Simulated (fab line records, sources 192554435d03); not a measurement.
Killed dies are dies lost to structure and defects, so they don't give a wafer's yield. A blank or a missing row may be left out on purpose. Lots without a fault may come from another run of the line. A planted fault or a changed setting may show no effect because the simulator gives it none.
Chamber matching | flow n5_finfet | N5_BEOL_M11_CMP_52 on cmp-01: 4 sister chambers
The step polishes, stops on SiCOH lowk, t overpolish 7 s, target thk 140 nm. 8 wafers are shown with their chamber, then 9 later ones without.

WAFERS WITH THEIR CHAMBER
wafer  | chamber | motor_current_A (A) | time_to_endpoint_s (s)
L080.5 | 2       | 6.2                 | 62.1
L082.4 | 0       | 6.7                 | 70.3
L082.6 | 3       | 5.7                 | 69.5
L086.2 | 2       | 5.9                 | 63.6
L086.3 | 0       | 7.2                 | 73.1
L096.1 | 3       | 5.9                 | 64.6
L096.2 | 1       | 5.3                 | 64.8
L096.5 | 1       | 5.6                 | 63.7

WAFERS WITHOUT THEIR CHAMBER
wafer  | motor_current_A (A) | time_to_endpoint_s (s)
L092.1 | 5.3                 | 61.6
L092.2 | 6.8                 | 70.0
L092.3 | 6.0                 | 62.2
L092.4 | 5.6                 | 66.7
L092.5 | 5.4                 | 62.1
L092.6 | 6.7                 | 67.0
L093.2 | 5.3                 | 64.1
L093.3 | 5.8                 | 67.7
L093.6 | 5.7                 | 67.3

WHICH CHAMBER EACH WENT THROUGH
wafer  | from the rows above          | in truth
L092.1 | can't be placed: 1 or 2 or 3 | 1
L092.2 | 0                            | 0
L092.3 | 2                            | 2
L092.4 | can't be placed: 3 or 1 or 2 | 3
L092.5 | can't be placed: 1 or 2 or 3 | 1
L092.6 | can't be placed: 0 or 2 or 3 | 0
L093.2 | can't be placed: 1 or 3      | 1
L093.3 | can't be placed: 3 or 1      | 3
L093.6 | can't be placed: 3 or 1      | 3
Placed correctly: 2 of 9. Can't be placed from these rows: 7 (the true chamber is among the candidates in 7). Placed wrongly: 0.
How it was worked out, from the rows above alone: a wafer's distance from a chamber is the root of the sum, over the readings, of the square of ((its reading less the chamber's mean) divided by the reading's scatter). The wafer belongs to the nearest chamber; if the next one is less than 2 further off, it can't be placed. A chamber's mean is the mean of its shown wafers. The scatter: the root of (the sum of the squares of (reading less its chamber's mean) over the shown wafers, divided by (wafers less chambers)).
